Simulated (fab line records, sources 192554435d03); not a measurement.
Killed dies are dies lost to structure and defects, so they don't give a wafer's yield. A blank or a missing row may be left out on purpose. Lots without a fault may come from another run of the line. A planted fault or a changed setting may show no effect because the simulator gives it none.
fab line records | flow n5_finfet | part 2 of 2: steps 5 to 6 of 6
record lots=24 wafers=72 last_day=17
route steps=1938 shown FIN_SAQP@142 FIN_CUT@164 DUMMY_GATE@232
lots that met no fault: from a run of the same line without faults
start_h: hours from the record's first day to the start of the lot's first wafer shown | wait_h: hours since the lot's step before | " the same as in the row above | L1.1+2: a row that stands for several wafers | - no value, or no start given | * or withheld: withheld | < > ~ a bound
route shown NAME@n: a module of which the file shows steps, and the number in the route of the first | usual: mean/standard deviation of fault-free wafers | same: alike in all rows | chamber/n: place in a boat | sites: the reading at each site | _std_site: their standard deviation | _edge_site: outer sites' mean less inner sites' | radius_mm: how far each site lies from the wafer's centre | mask NAME#n: copy n | behind: the tool/chamber that last shaped the wafer | hold: why the lot was held/for how many hours/how that ended | device: the transistor (n, p or np) that didn't switch | end of line: the same wafers' tests at the end of the route | a step without rows: its recipe alone | killed: dies lost to structure and defects at the first sort, not the wafer's yield | map: a wafer's dies, x killed, . not, _ none there
set.NAME: the setting as run; set.NAME@STEP: as run at that earlier step | model.NAME: the simulator's own value behind a step, which no gauge read
steps of the route over a sample of lots; a table a step, a row a wafer
services: from which hour (start_h, from the record's first day; less than 0 if before it) a tool's chamber was out of use, for how many hours, and why
## steps
# step N5_DUMMY_GATE_CD_MEAS_50
# recipe target_cd_nm=14
# usual cd_nm=14.0/0.33
# columns lot.wafer tool chamber start_h wait_h cd_nm
L074.3 cd_sem-02 - 46.68 0.0 14.4
L074.5 " - " " 14.3
L074.6 " - " " 14.4
L075.3 cd_sem-01 - 51.33 0.0 13.7
L075.4 " - " " 13.6
L075.6 " - " " 14.0
L076.3 cd_sem-01 - 67.57 0.0 13.3
L076.4 " - " " 13.9
L076.6 " - " " 14.2
L077.2 cd_sem-02 - 72.30 0.0 13.4
L077.5 " - " " 13.9
L077.6 " - " " 13.7
L078.1 cd_sem-03 - 76.13 0.0 13.9
L078.3 " - " " 14.6
L078.6 " - " " 14.4
L079.1 cd_sem-01 - 80.02 0.0 13.7
L079.3 " - " " 14.4
L079.5 " - " " 13.9
L080.1 cd_sem-02 - 82.99 0.0 14.2
L080.2 " - " " 14.7
L080.4 " - " " 14.2
L081.2 cd_sem-02 - 92.50 0.0 13.6
L081.5 " - " " 14.1
L081.6 " - " " 14.3
L082.1 cd_sem-03 - 94.98 0.0 14.1
L082.2 " - " " 13.8
L082.3 " - " " 14.6
L083.3 cd_sem-02 - 100.84 0.0 13.9
L083.4 " - " " 13.7
L083.5 " - " " 14.1
L084.3 cd_sem-03 - 108.95 0.0 13.5
L084.4 " - " " 14.0
L084.6 " - " " 13.4
L085.2 cd_sem-02 - 121.87 0.0 13.9
L085.4 " - " " 14.3
L085.5 " - " " 13.8
L086.2 cd_sem-01 - 122.29 0.0 13.8
L086.3 " - " " 14.0
L086.5 " - " " 14.4
L087.3 cd_sem-01 - 127.77 0.0 14.0
L087.4 " - " " 14.1
L087.5 " - " " 13.6
L088.1 cd_sem-01 - 133.79 0.0 14.2
L088.3 " - " " 14.3
L088.5 " - " " 13.5
L089.1 cd_sem-01 - 136.59 0.0 14.3
L089.5 " - " " 14.0
L089.6 " - " " 14.3
L090.2 cd_sem-03 - 143.92 0.0 14.1
L090.5 " - " " 13.3
L090.6 " - " " 13.8
L091.1 cd_sem-03 - 150.81 0.0 13.5
L091.2 " - " " 13.8
L091.6 " - " " 13.7
L092.1 cd_sem-03 - 160.17 0.0 14.2
L092.3 " - " " 13.8
L092.4 " - " " 14.0
L093.2 cd_sem-03 - 164.62 0.0 13.7
L093.4 " - " " 14.4
L093.5 " - " " 13.4
L094.1 cd_sem-03 - 167.94 0.0 13.8
L094.2 " - " " 14.3
L094.3 " - " " 14.1
L095.2 cd_sem-03 - 172.55 0.0 13.7
L095.3 " - " " 14.4
L095.5 " - " " 13.9
L096.2 cd_sem-02 - 182.40 0.0 13.9
L096.4 " - " " 13.4
L096.5 " - " " 13.6
L097.1 cd_sem-02 - 184.23 0.0 14.4
L097.3 " - " " 14.2
L097.5 " - " " 14.4
# step N5_DUMMY_GATE_HM_OPEN_21
# recipe chemistry=CH3F/O2 target=SiNx target_depth_a=1200 Ar_flow_sccm=150 CH3F_flow_sccm=30 O2_flow_sccm=23 time_s=171.4 pressure_mtorr=30 source_w=395 bias_w=73 ion_energy_ev=120.7
# usual drypump_motor_current_A=5.6/0.44 oes_ar_750_au=0.75/0.052 oes_f_703_au=0.75/0.055 oes_product_au=0.74/0.054 rf_vpp_V=299/4.3 showerhead_plenum_p_Torr=2.03/0.068 throttle_valve_pct=16.60/0.25
# columns lot.wafer tool chamber start_h wait_h drypump_motor_current_A oes_ar_750_au oes_f_703_au oes_product_au rf_hours_counter_h rf_vpp_V showerhead_plenum_p_Torr throttle_valve_pct
L074.3 rie_diel-03 0 46.82 0.0 5.6 0.76 0.74 0.77 104 300 2.12 16.64
L074.5 " 0 " " 5.7 0.76 0.74 0.76 - 299 2.12 16.65
L074.6 " 3 " " 5.3 0.79 0.81 0.79 - 299 2.13 16.69
L075.3 rie_diel-01 0 51.46 0.0 5.3 0.73 0.75 0.70 216 290 2.07 16.78
L075.4 " 1 " " 6.0 0.97 0.97 0.97 2 303 2.07 16.04
L075.6 " 2 " " 6.3 0.77 0.79 0.75 - 293 2.02 16.53
L076.3 rie_diel-04 0 67.69 0.0 4.7 0.72 0.72 0.73 159 303 1.94 16.62
L076.4 " 1 " " 6.1 0.71 0.71 0.70 224 304 2.01 16.71
L076.6 " 2 " " 5.8 0.74 0.74 0.76 - 299 2.10 16.10
L077.2 rie_diel-03 0 72.43 0.0 5.6 0.75 0.73 0.76 112 300 2.12 16.66
L077.5 " 0 " " 5.7 0.75 0.73 0.76 - 300 2.12 16.68
L077.6 " 3 " " 5.2 0.79 0.79 0.78 - 299 2.12 16.68
L078.1 rie_diel-04 3 76.26 0.0 5.9 0.74 0.75 0.72 197 302 2.01 16.91
L078.3 " 0 " " 4.7 0.72 0.72 0.73 161 302 1.94 16.63
L078.6 " 3 " " 6.0 0.73 0.75 0.73 - 303 2.01 16.92
L079.1 rie_diel-03 3 80.16 0.0 5.3 0.79 0.80 0.79 144 300 2.12 16.71
L079.3 " 2 " " 5.5 0.79 0.80 0.76 132 289 1.95 16.69
L079.5 " 2 " " 5.5 0.79 0.80 0.77 - 291 1.95 16.70
L080.1 rie_diel-04 3 83.13 0.0 5.9 0.74 0.75 0.73 199 303 2.01 16.91
L080.2 " 2 " " 5.8 0.74 0.74 0.74 145 297 2.10 16.11
L080.4 " 1 " " 6.1 0.71 0.71 0.70 229 304 2.01 16.72
L081.2 rie_diel-03 0 92.63 0.0 5.6 0.74 0.73 0.75 120 300 2.11 16.67
L081.5 " 0 " " 5.6 0.74 0.73 0.75 - 300 2.11 16.68
L081.6 " 3 " " 5.3 0.78 0.80 0.77 - 301 2.12 16.72
L082.1 rie_diel-03 0 95.12 0.0 5.7 0.74 0.73 0.75 121 300 2.11 16.67
L082.2 " 2 " " 5.5 0.78 0.79 0.76 138 291 1.95 16.70
L082.3 " 3 " " 5.3 0.78 0.79 0.78 150 299 2.12 16.72
L083.3 rie_diel-03 3 100.97 0.0 5.2 0.78 0.79 0.77 152 300 2.12 16.73
L083.4 " 2 " " 5.5 0.79 0.79 0.75 139 290 1.95 16.71
L083.5 " 0 " " 5.6 0.75 0.73 0.74 - 299 2.11 16.67
L084.3 rie_diel-04 3 109.29 0.0 5.9 0.73 0.74 0.73 207 301 2.01 16.94
L084.4 " 1 " " 6.1 0.70 0.70 0.69 237 304 2.01 16.74
L084.6 " 2 " " 5.8 0.74 0.73 0.74 - 297 2.10 16.12
L085.2 rie_diel-04 2 122.15 0.0 5.7 0.73 0.73 0.73 160 299 2.09 16.13
L085.4 " 0 " " 4.7 0.71 0.71 0.71 - 301 1.94 16.65
L085.5 " 2 " " 5.8 0.74 0.72 0.73 - 298 2.09 16.12
L086.2 rie_diel-04 1 122.60 0.0 6.1 0.70 0.69 0.69 244 303 2.00 16.76
L086.3 " 2 " " 5.7 0.74 0.72 0.74 160 297 2.09 16.13
L086.5 " 3 " " 6.0 0.73 0.74 0.72 - 304 2.01 16.94
L087.3 rie_diel-04 1 127.90 0.0 6.1 0.69 0.70 0.69 246 303 2.00 16.76
L087.4 " 0 " " 4.7 0.71 0.71 0.71 - 303 1.94 16.66
L087.5 " 2 " " 5.7 0.73 0.72 0.73 - 297 2.09 16.13
L088.1 rie_diel-04 0 133.93 0.0 4.7 0.71 0.71 0.71 183 300 1.94 16.65
L088.3 " 2 " " 5.7 0.73 0.72 0.73 164 298 2.09 16.15
L088.5 " 1 " " 6.1 0.69 0.69 0.69 - 303 2.00 16.73
L089.1 rie_diel-01 3 136.73 0.0 5.8 0.74 0.73 0.74 162 299 1.93 16.39
L089.5 " 3 " " 5.8 0.74 0.73 0.74 - 297 1.93 16.40
L089.6 " 2 " " 6.3 0.77 0.77 0.75 - 292 2.02 16.56
L090.2 rie_diel-01 0 144.05 0.0 5.3 0.71 0.73 0.70 238 291 2.06 16.82
L090.5 " 3 " " 5.8 0.74 0.73 0.74 - 298 1.93 16.41
L090.6 " 0 " " 5.3 0.72 0.73 0.70 - 290 2.06 16.81
L091.1 rie_diel-03 1 150.94 0.0 5.7 0.75 0.74 0.74 172 299 2.03 16.68
L091.2 " 2 " " 5.5 0.77 0.78 0.75 157 290 1.95 16.75
L091.6 " 0 " " 5.7 0.73 0.71 0.72 - 299 2.11 16.72
L092.1 rie_diel-04 3 160.30 0.0 5.9 0.73 0.74 0.71 211 301 2.00 16.92
L092.3 " 2 " " 5.7 0.72 0.71 0.72 175 297 2.09 16.17
L092.4 " 0 " " 4.7 0.70 0.70 0.69 - 302 1.93 16.69
L093.2 rie_diel-01 3 164.76 0.0 5.8 0.72 0.72 0.72 172 298 1.93 16.42
L093.4 " 0 " " 5.2 0.71 0.72 0.68 243 291 2.06 16.81
L093.5 " 2 " " 6.3 0.75 0.77 0.73 - 293 2.02 16.56
L094.1 rie_diel-03 3 168.08 0.0 5.2 0.76 0.77 0.75 174 299 2.11 16.77
L094.2 " 0 " " 5.7 0.73 0.71 0.73 146 299 2.11 16.71
L094.3 " 1 " " 5.8 0.74 0.74 0.75 177 299 2.03 16.70
L095.2 rie_diel-04 2 172.68 0.0 5.8 0.72 0.71 0.71 180 298 2.09 16.18
L095.3 " 0 " " 4.7 0.70 0.70 0.70 200 302 1.93 16.70
L095.5 " 0 " " 4.7 0.69 0.69 0.69 - 302 1.93 16.68
L096.2 rie_diel-04 1 182.57 0.0 6.1 1.01 1.01 1.02 1 303 2.00 16.27
L096.4 " 0 " " 4.7 0.69 0.70 0.70 203 301 1.93 16.70
L096.5 " 0 " " 4.7 0.70 0.69 0.70 - 302 1.93 16.70
L097.1 rie_diel-03 3 184.37 0.0 5.2 0.76 0.76 0.74 179 300 2.11 16.79
L097.3 " 2 " " 5.5 0.76 0.77 0.73 166 290 1.94 16.74
L097.5 " 1 " " 5.8 0.74 0.73 0.74 - 299 2.03 16.70
## services
# columns tool chamber start_h hours kind
rie_diel-05 0 8.74 9.8 repair
rie_diel-06 - 9.25 0.5 repair
rie_diel-01 3 13.29 13.9 repair
rie_diel-01 1 27.20 - clean
rie_diel-03 3 30.37 10.2 repair
rie_diel-02 - 41.23 0.6 repair
rie_diel-03 1 64.09 32.7 repair
rie_diel-02 0 64.99 3.1 repair
rie_diel-01 2 71.21 11.1 repair
rie_diel-01 - 75.75 4.3 pm
rie_diel-01 3 89.35 5.1 repair
rie_diel-06 3 91.74 2.4 repair
rie_diel-01 - 103.88 18.9 repair
rie_diel-04 3 109.90 12.2 repair
rie_diel-04 3 126.58 27.6 repair
rie_diel-01 - 126.93 0.3 repair
rie_diel-04 - 138.91 0.5 repair
rie_diel-04 1 154.34 - clean
rie_diel-04 1 154.34 - consumable_replace:focus_ring
rie_diel-04 1 154.34 25.1 scheduled_down
rie_diel-04 1 154.34 25.1 vent_cycle
rie_diel-02 - 156.72 16.8 repair
rie_diel-06 1 161.09 4.9 repair
rie_diel-05 2 164.28 5.6 repair
